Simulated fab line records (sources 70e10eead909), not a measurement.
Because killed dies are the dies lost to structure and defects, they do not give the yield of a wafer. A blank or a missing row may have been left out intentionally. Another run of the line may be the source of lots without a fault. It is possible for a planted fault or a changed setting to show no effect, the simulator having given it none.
Which of the tools did it?	flow nand-harc	24 lots, 72 wafers sampled, at 6 steps of a route of 1302

== WHAT EACH GAUGE READ, for each wafer ==
NHARC_A_SGD_CUT_CD_MEAS_09: the cd target is 100 nm. Usual: cd-nm reads 99.6 nm (standard deviation 0.42).
lot	measured	on	cd-nm (nm)	flag
L075	day 19 22:14	cd-sem-02	99.0 99.6 99.6	
L076	day 19 22:32	cd-sem-01	99.8 99.7 99.5	
L077	day 20 01:20	cd-sem-03	100.0 100.2 99.9	
L074	day 20 03:31	cd-sem-03	100.3 100.0 99.0	
L078	day 20 15:34	cd-sem-03	99.7 99.6 99.0	
L079	day 21 00:32	cd-sem-03	99.2 100.7 100.1	
L080	day 21 01:50	cd-sem-02	99.5 99.5 99.2	
L081	day 21 23:11	cd-sem-03	99.2 99.8 99.7	
L082	day 22 09:55	cd-sem-03	99.5 99.7 100.2	
L083	day 22 23:21	cd-sem-03	99.3 100.4 99.6	
L086	day 23 09:59	cd-sem-03	99.8 99.5 99.3	
L085	day 23 10:53	cd-sem-01	100.3 99.9 99.8	
L084	day 23 11:10	cd-sem-01	99.1 99.9 99.9	
L087	day 24 01:45	cd-sem-01	99.8 99.5 99.4	
L089	day 25 00:53	cd-sem-01	99.6 99.6 99.8	
L088	day 25 01:04	cd-sem-03	99.5 99.4 99.4	
L090	day 25 15:41	cd-sem-03	99.3 98.8 99.4	
L091	day 25 15:51	cd-sem-02	100.1 99.6 99.3	
L093	day 26 15:47	cd-sem-01	99.8 100.1 99.4	
L092	day 26 18:40	cd-sem-02	99.4 100.2 99.4	
L095	day 27 19:13	cd-sem-03	99.6 99.5 99.3	
L094	day 27 19:35	cd-sem-03	99.3 100.1 99.6	
L096	day 27 21:05	cd-sem-03	99.5 99.4 99.6	
L097	day 28 14:53	cd-sem-02	98.9 99.1 99.7	

NHARC_A_CONTACT_OVL_MEAS_43. Usual: overlay-x-nm 0.1 nm, standard deviation 1; overlay-y-nm 0.0 nm, standard deviation 0.9.
lot	measured	on	overlay-x-nm (nm)	overlay-y-nm (nm)	flag
L075	day 22 01:55	overlay-01	-1.4 -1.5 -1.3	-0.9 -1.3 -1.8	
L076	day 22 01:43	overlay-02	-0.2 -0.3 0.1	-1.4 -1.5 -1.1	
L077	day 22 06:37	overlay-01	1.9 1.8 1.2	-0.1 -0.2 -0.2	
L074	day 22 11:30	overlay-01	1.6 1.8 1.7	0.0 -0.2 0.1	
L078	day 22 19:35	overlay-02	-0.2 -0.2 0.0	-0.8 -1.2 -1.0	
L079	day 23 05:24	overlay-02	-0.3 -0.7 -0.9	0.5 -0.1 0.5	
L080	day 23 05:47	overlay-01	-1.5 -1.6 -1.2	-0.4 0.1 0.6	
L081	day 24 02:07	overlay-01	-1.5 -1.8 -1.3	-1.1 -1.3 -1.2	
L082	day 24 11:55	overlay-02	-0.3 -0.1 -0.1	-0.5 0.7 -0.1	
L083	day 25 00:19	overlay-01	0.5 0.4 0.8	-0.1 0.0 0.2	
L086	day 25 12:35	overlay-02	-0.3 -0.3 -0.8	0.7 0.0 0.3	
L085	day 25 20:34	overlay-02	-0.6 -1.3 -0.2	-1.6 -1.6 -1.4	
L084	day 25 12:23	overlay-02	0.1 -0.2 -0.2	0.2 0.0 0.6	
L087	day 26 08:37	overlay-01	1.5 0.7 1.6	-0.1 0.0 0.1	
L089	day 27 08:02	overlay-02	-1.1 -0.4 -0.7	1.0 0.7 0.4	
L088	day 27 09:03	overlay-02	0.2 0.5 -0.4	1.1 1.0 0.8	
L090	day 27 22:30	overlay-02	0.5 1.1 0.1	0.1 0.4 0.1	
L091	day 27 22:21	overlay-01	1.3 1.1 1.3	1.4 1.1 1.3	
L093	day 28 20:11	overlay-01	0.2 0.1 -0.4	-0.1 -0.1 -0.1	
L092	day 28 16:53	overlay-01	1.2 0.8 1.5	-1.4 -1.7 -1.2	
L095	day 30 01:05	overlay-02	1.8 1.5 1.8	1.9 1.9 1.9	
L094	day 29 23:03	overlay-02	-0.3 -0.3 -0.7	1.0 0.8 0.8	
L096	day 30 05:11	overlay-01	1.5 1.5 1.3	0.9 0.5 0.5	
L097	day 30 22:51	overlay-02	0.1 -0.4 -0.7	0.5 0.2 0.6	

== WHICH TOOL RAN EACH LOT (tool, then ch and the chambers of the sampled wafers, then the start) ==
lot	NHARC_A_SGD_CUT_ETCH_15	NHARC_A_SGD_CUT_ETCHBACK_24	NHARC_A_WL_FILL_ALD_02	NHARC_A_WL_FILL_ETCHBACK_26
L075	rie-diel-03 ch 0,1, day 20 05:16 or earlier	rie-diel-13 ch 0,2,3, day 20 05:16	ald-metal-01 ch 0,3, day 21 02:45	rie-si-06 ch 1,2, day 21 18:59
L076	rie-diel-09 ch 0,1,2, day 20 05:13 or earlier	rie-diel-09 ch 0,1,2, day 20 05:13	ald-metal-03 ch 0,1,3, day 21 02:31	rie-si-03 ch 0,2,3, day 21 18:59
L077	rie-diel-13 ch 0,2, day 20 05:20 or earlier	rie-diel-09 ch 0,1,2, day 20 05:20	ald-metal-02 ch 1,2,3, day 21 06:21	rie-si-04 ch 0,2,3, day 21 23:42
L074	rie-diel-09 ch 0,1,3, day 20 12:34 or earlier	rie-diel-03 ch 0,1, day 20 12:34	ald-metal-02 ch 0,3, day 21 12:34	rie-si-03 ch 0,1,2, day 22 04:44
L078	rie-diel-13 ch 1,3, day 20 22:24 or earlier	rie-diel-13 ch 0,1,2, day 20 22:24	ald-metal-03 ch 0,1,2, day 21 19:04	rie-si-04 ch 0,2,3, day 22 12:29
L079	rie-diel-03 ch 2,3, day 21 11:13 or earlier	rie-diel-13 ch 1,2, day 21 11:13	ald-metal-02 ch 0,1,2, day 22 05:56	rie-si-06 ch 2,3, day 22 22:34
L080	rie-diel-13 ch 0,1,3, day 21 11:13 or earlier	rie-diel-03 ch 2,3, day 21 11:13	ald-metal-01 ch 2,3, day 22 08:02	rie-si-03 ch 1,2,3, day 22 22:36
L081	rie-diel-03 ch 0,2,3, day 22 05:44 or earlier	rie-diel-09 ch 1,2, day 22 05:44	ald-metal-02 ch 1,2,3, day 23 00:41	rie-si-03 ch 0,1,2, day 23 17:07
L082	rie-diel-09 ch 0,2,3, day 22 16:20 or earlier	rie-diel-03 ch 0,2, day 22 16:20	ald-metal-02 ch 1,3, day 23 11:17	rie-si-06 ch 0,2,3, day 24 04:27
L083	rie-diel-03 ch 1,2,3, day 23 05:47 or earlier	rie-diel-13 ch 0,1,2, day 23 05:47	ald-metal-02 ch 1,2,3, day 24 00:47	rie-si-03 ch 0,1,2, day 24 17:25
L086	rie-diel-09 ch 0,1,2, day 23 16:49 or earlier	rie-diel-13 ch 0,3, day 23 16:49	ald-metal-01 ch 1,2, day 24 13:28	rie-si-04 ch 0,3, day 25 05:31
L085	rie-diel-03 ch 0,1,3, day 23 16:46 or earlier	rie-diel-03 ch 0,3, day 23 16:46	ald-metal-02 ch 2,3, day 24 16:12	rie-si-06 ch 0,3, day 25 10:49
L084	rie-diel-13 ch 0,1,3, day 23 16:46 or earlier	rie-diel-09 ch 1,2,3, day 23 16:46	ald-metal-03 ch 0,1,2, day 24 11:32	rie-si-06 ch 0,2,3, day 25 05:31
L087	rie-diel-13 ch 0,1,3, day 24 08:49 or earlier	rie-diel-13 ch 1,2,3, day 24 08:49	ald-metal-01 ch 2,3, day 25 05:35	rie-si-03 ch 0,1,2, day 26 01:25
L089	rie-diel-03 ch 1,2,3, day 25 07:28 or earlier	rie-diel-09 ch 0,2,3, day 25 07:28	ald-metal-01 ch 0,1, day 26 05:29	rie-si-03 ch 1,2,3, day 26 23:10
L088	rie-diel-13 ch 0,1,2, day 25 07:31 or earlier	rie-diel-13 ch 0,1,2, day 25 07:31	ald-metal-03 ch 1,2, day 26 05:32	rie-si-06 ch 1,2,3, day 27 02:10
L090	rie-diel-09 ch 0,2,3, day 25 22:29 or earlier	rie-diel-09 ch 0,2,3, day 25 22:29	ald-metal-03 ch 1,2,3, day 26 21:08	rie-si-04 ch 0,1,2, day 27 15:21
L091	rie-diel-13 ch 0,1,3, day 25 22:29 or earlier	rie-diel-03 ch 0,2,3, day 25 22:29	ald-metal-01 ch 0,1,3, day 26 20:34	rie-si-06 ch 0,1,3, day 27 15:22
L093	rie-diel-13 ch 0,3, day 26 22:28 or earlier	rie-diel-09 ch 1,2, day 26 22:28	ald-metal-01 ch 0,3, day 27 17:07	rie-si-06 ch 1,2, day 28 12:59
L092	rie-diel-03 ch 0,2, day 26 22:28 or earlier	rie-diel-03 ch 1,3, day 26 22:28	ald-metal-03 ch 1,2, day 27 17:06	rie-si-04 ch 0,2, day 28 09:09
L095	rie-diel-13 ch 1,2,3, day 28 01:47 or earlier	rie-diel-13 ch 0,1,3, day 28 01:47	ald-metal-01 ch 0,1,2, day 28 21:44	rie-si-06 ch 0,1,2, day 29 16:10
L094	rie-diel-09 ch 0,2,3, day 28 01:56 or earlier	rie-diel-03 ch 0,1,3, day 28 01:56	ald-metal-03 ch 1,2,3, day 29 02:05	rie-si-04 ch 1,2,3, day 29 16:10
L096	rie-diel-03 ch 0,1, day 28 01:50 or earlier	rie-diel-03 ch 1,3, day 28 01:50	ald-metal-02 ch 0,2, day 28 21:41	rie-si-06 ch 0,2,3, day 29 19:20
L097	rie-diel-09 ch 2,3, day 29 00:13 or earlier	rie-diel-09 ch 0,2,3, day 29 00:13	ald-metal-01 ch 1,2,3, day 29 23:50	rie-si-06 ch 0,2,3, day 30 16:03
- NHARC_A_SGD_CUT_ETCH_15: etches the open film in CH3F/O2, target depth 75 nm, time 64.3 s.
- NHARC_A_SGD_CUT_ETCHBACK_24: etches the open film in CH3F/O2, target depth 50 nm, time 92.857 s.
- NHARC_A_WL_FILL_ALD_02: deposits TiN, target thk 2 nm, pulse time 3 s, ald cycles 100.
- NHARC_A_WL_FILL_ETCHBACK_26: etches the open film in HBr, target depth 52 nm, time 13.3 s.

== WHAT THE TOOLS THEMSELVES READ (means of the sampled wafers that have a number; where no wafer has one, the mark that the record gives instead) ==
NHARC_A_SGD_CUT_ETCH_15. Usual: bias-w 100.0 W, standard deviation 0.32; drypump-motor-current-A 5.7 A, standard deviation 0.36; oes-product-au 0.960 a.u., standard deviation 0.016; rf-vpp-V 262.9 V, standard deviation 1.6; showerhead-plenum-p-Torr 2.40 Torr, standard deviation 0.093; throttle-valve-pct 20.664 %, standard deviation 0.008.
lot	tool	bias-w (W)	drypump-motor-current-A (A)	oes-product-au (a.u.)	rf-vpp-V (V)	showerhead-plenum-p-Torr (Torr)	throttle-valve-pct (%)	flag
L075	rie-diel-03	100.3	5.4	0.969	262.5	2.39	20.660	
L076	rie-diel-09	100.2	5.7	0.949	263.5	2.46	20.663	
L077	rie-diel-13	100.0	5.4	0.953	261.7	2.34	20.668	
L074	rie-diel-09	100.0	5.7	0.964	262.6	2.36	20.664	
L078	rie-diel-13	99.8	5.8	0.965	263.5	2.44	20.664	
L079	rie-diel-03	100.2	5.8	0.965	264.4	2.49	20.668	
L080	rie-diel-13	100.1	5.8	0.961	263.2	2.38	20.666	
L081	rie-diel-03	99.6	5.6	0.973	263.8	2.45	20.666	
L082	rie-diel-09	100.4	5.8	0.968	264.5	2.45	20.655	
L083	rie-diel-03	99.7	5.8	0.961	263.7	2.41	20.667	
L086	rie-diel-09	100.5	5.7	0.968	263.7	2.46	20.673	
L085	rie-diel-03	99.9	5.6	0.967	261.6	2.38	20.665	
L084	rie-diel-13	100.2	5.9	0.948	263.2	2.38	20.669	
L087	rie-diel-13	100.0	5.8	0.915	263.3	2.38	20.663	
L089	rie-diel-03	100.2	5.8	0.969	263.2	2.41	20.661	
L088	rie-diel-13	100.0	5.7	0.925	262.0	2.35	20.656	
L090	rie-diel-09	99.8	5.8	0.968	263.9	2.44	20.676	
L091	rie-diel-13	100.2	5.8	0.960	261.8	2.38	20.656	
L093	rie-diel-13	99.8	5.6	0.966	263.2	2.42	20.659	
L092	rie-diel-03	100.1	5.6	0.964	262.9	2.50	20.673	
L095	rie-diel-13	100.5	5.7	0.965	262.5	2.41	20.660	
L094	rie-diel-09	100.1	5.8	0.956	263.2	2.44	20.668	
L096	rie-diel-03	100.2	5.6	0.972	261.7	2.34	20.664	
L097	rie-diel-09	99.9	5.6	0.974	263.1	2.37	20.655	

NHARC_A_SGD_CUT_ETCHBACK_24. Usual: bias-w 100.00 W, standard deviation 0.28; drypump-motor-current-A 5.6 A, standard deviation 0.36; oes-product-au 0.97 a.u., standard deviation 0.036; rf-vpp-V 243.5 V, standard deviation 1.5; showerhead-plenum-p-Torr 2.41 Torr, standard deviation 0.093; throttle-valve-pct 20.663 %, standard deviation 0.0097.
lot	tool	bias-w (W)	drypump-motor-current-A (A)	oes-product-au (a.u.)	rf-vpp-V (V)	showerhead-plenum-p-Torr (Torr)	throttle-valve-pct (%)	flag
L075	rie-diel-13	100.38	5.4	1.00	243.2	2.40	20.670	
L076	rie-diel-09	99.73	5.7	0.92	244.1	2.46	20.662	
L077	rie-diel-09	100.00	5.8	1.00	245.4	2.46	20.670	
L074	rie-diel-03	100.08	5.4	1.00	243.8	2.39	20.659	
L078	rie-diel-13	99.59	5.7	0.92	242.5	2.35	20.653	
L079	rie-diel-13	100.19	5.9	1.00	243.8	2.37	20.664	
L080	rie-diel-03	100.20	5.7	1.00	243.8	2.44	20.658	
L081	rie-diel-09	100.12	5.5	1.00	244.6	2.50	20.655	
L082	rie-diel-03	99.88	5.6	0.95	244.5	2.50	20.670	
L083	rie-diel-13	99.96	5.7	0.99	242.2	2.35	20.674	
L086	rie-diel-13	99.60	5.6	1.00	244.5	2.42	20.658	
L085	rie-diel-03	100.17	5.4	0.92	243.6	2.42	20.661	
L084	rie-diel-09	99.94	5.5	1.00	244.0	2.40	20.658	
L087	rie-diel-13	99.92	5.7	0.92	243.8	2.41	20.661	
L089	rie-diel-09	100.22	5.8	0.99	244.3	2.44	20.660	
L088	rie-diel-13	99.96	5.7	0.92	243.3	2.35	20.657	
L090	rie-diel-09	100.07	5.8	0.93	244.0	2.44	20.664	
L091	rie-diel-03	100.00	5.6	0.99	243.8	2.45	20.664	
L093	rie-diel-09	100.26	5.5	0.99	244.7	2.49	20.657	
L092	rie-diel-03	100.05	5.8	0.97	243.0	2.37	20.673	
L095	rie-diel-13	99.76	5.8	0.93	243.1	2.38	20.661	
L094	rie-diel-03	99.88	5.6	0.99	242.7	2.38	20.655	
L096	rie-diel-03	99.98	5.8	0.95	242.6	2.33	20.662	
L097	rie-diel-09	99.87	5.8	0.93	244.2	2.44	20.662	

NHARC_A_WL_FILL_ALD_02. Usual: heater-power-w 1127 W, standard deviation 130; precursor-pulse-height-rel 0.999, standard deviation 0.018.
lot	tool	heater-power-w (W)	precursor-pulse-height-rel	flag
L075	ald-metal-01	1245	0.995	
L076	ald-metal-03	1010	1.003	
L077	ald-metal-02	1124	1.002	
L074	ald-metal-02	1113	0.980	
L078	ald-metal-03	1054	0.991	
L079	ald-metal-02	1070	0.997	
L080	ald-metal-01	1229	1.008	
L081	ald-metal-02	1115	0.985	
L082	ald-metal-02	1000	1.004	
L083	ald-metal-02	1118	0.999	
L086	ald-metal-01	1141	0.985	
L085	ald-metal-02	1242	0.994	
L084	ald-metal-03	1052	1.016	
L087	ald-metal-01	1237	1.013	
L089	ald-metal-01	1163	0.992	
L088	ald-metal-03	1086	0.988	
L090	ald-metal-03	1059	0.996	
L091	ald-metal-01	1231	1.010	
L093	ald-metal-01	1305	1.017	
L092	ald-metal-03	1057	0.994	
L095	ald-metal-01	1168	1.008	
L094	ald-metal-03	1078	1.021	
L096	ald-metal-02	1127	0.993	
L097	ald-metal-01	1212	0.992	

NHARC_A_WL_FILL_ETCHBACK_26. Usual: bias-w 60.01 W, standard deviation 0.18; drypump-motor-current-A 5.9 A, standard deviation 0.44; oes-product-au 0.998 a.u., standard deviation 0.0082; throttle-valve-pct 23.266 %, standard deviation 0.01.
lot	tool	bias-w (W)	drypump-motor-current-A (A)	oes-product-au (a.u.)	throttle-valve-pct (%)	flag
L075	rie-si-06	60.12	6.2	1.006	23.274	
L076	rie-si-03	59.99	5.7	1.001	23.266	
L077	rie-si-04	60.10	5.5	1.002	23.257	
L074	rie-si-03	59.88	5.8	0.992	23.275	
L078	rie-si-04	59.87	5.4	0.999	23.264	
L079	rie-si-06	59.92	5.6	1.006	23.262	
L080	rie-si-03	59.98	6.1	1.001	23.262	
L081	rie-si-03	60.14	5.7	0.990	23.255	
L082	rie-si-06	60.03	5.9	1.004	23.262	
L083	rie-si-03	59.92	5.7	0.996	23.261	
L086	rie-si-04	59.92	5.5	0.998	23.252	
L085	rie-si-06	59.92	6.2	0.990	23.264	
L084	rie-si-06	59.84	5.9	0.988	23.275	
L087	rie-si-03	60.01	5.8	0.998	23.263	
L089	rie-si-03	59.94	6.0	1.006	23.265	
L088	rie-si-06	60.12	6.0	1.006	23.259	
L090	rie-si-04	60.07	5.6	0.992	23.263	
L091	rie-si-06	60.03	6.3	0.997	23.264	
L093	rie-si-06	59.78	5.8	1.004	23.270	
L092	rie-si-04	60.03	5.5	0.990	23.269	
L095	rie-si-06	60.12	6.1	1.003	23.270	
L094	rie-si-04	60.09	5.6	0.990	23.259	
L096	rie-si-06	60.00	5.9	0.997	23.272	
L097	rie-si-06	60.22	5.9	0.999	23.257	

== THE ANSWER, worked out from the rows above alone ==
Rule: take the mean of a lot's wafers that have a number; if it is more than 3 standard deviations from the usual mean, the lot is off. Also off: a lot with no number at a reading for which 4 or more lots have one. All remaining lots with rows at the step are treated as sound. After the gauges, taken in route order, come the tools' own readings; for these a lot's mean is taken, as printed above. The first step at which some lot is off is used, and at that step the reading that is off furthest; a lot without a number counts as furthest.
None of the lots is off at any reading shown; this tells nothing.

== WHAT THE SIMULATOR PUT IN ==
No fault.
